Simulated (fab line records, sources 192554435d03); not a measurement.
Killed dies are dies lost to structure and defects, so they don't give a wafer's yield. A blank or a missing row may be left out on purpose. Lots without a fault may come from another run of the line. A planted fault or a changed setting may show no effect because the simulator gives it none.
Chamber matching | flow n5_finfet | N5_BEOL_M0_SAQP_ALD_48 on ald_sin-04: 4 sister chambers
The step deposits SiO2, target thk 20 nm, pulse time 1 s, co reactant pulse time 1 s. 8 wafers are shown with their chamber, then 7 later ones without.

WAFERS WITH THEIR CHAMBER
wafer  | chamber | heater_power_w (W) | precursor_pulse_height_rel
L074.3 | 2       | 79                 | 1.017
L074.6 | 2       | 78                 | 1.048
L078.5 | 0       | 85                 | 1.014
L079.3 | 0       | 87                 | 1.014
L081.1 | 1       | 93                 | 1.020
L081.5 | 3       | 77                 | 0.993
L090.3 | 3       | 79                 | 1.036
L090.4 | 1       | 89                 | 0.994

WAFERS WITHOUT THEIR CHAMBER
wafer  | heater_power_w (W) | precursor_pulse_height_rel
L090.6 | 78                 | 1.001
L094.2 | 77                 | 0.980
L094.4 | 90                 | 0.989
L094.5 | 90                 | 0.975
L097.1 | 79                 | 0.975
L097.5 | 80                 | 1.029
L097.6 | 77                 | 0.950

WHICH CHAMBER EACH WENT THROUGH
wafer  | from the rows above     | in truth
L090.6 | can't be placed: 3 or 2 | 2
L094.2 | can't be placed: 3 or 2 | 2
L094.4 | can't be placed: 1 or 0 | 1
L094.5 | can't be placed: 1 or 0 | 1
L097.1 | can't be placed: 3 or 2 | 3
L097.5 | can't be placed: 2 or 3 | 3
L097.6 | can't be placed: 3 or 2 | 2
Placed correctly: 0 of 7. Can't be placed from these rows: 7 (the true chamber is among the candidates in 7). Placed wrongly: 0.
How it was worked out, from the rows above alone: a wafer's distance from a chamber is the root of the sum, over the readings, of the square of ((its reading less the chamber's mean) divided by the reading's scatter). The wafer belongs to the nearest chamber; if the next one is less than 2 further off, it can't be placed. A chamber's mean is the mean of its shown wafers. The scatter: the root of (the sum of the squares of (reading less its chamber's mean) over the shown wafers, divided by (wafers less chambers)).
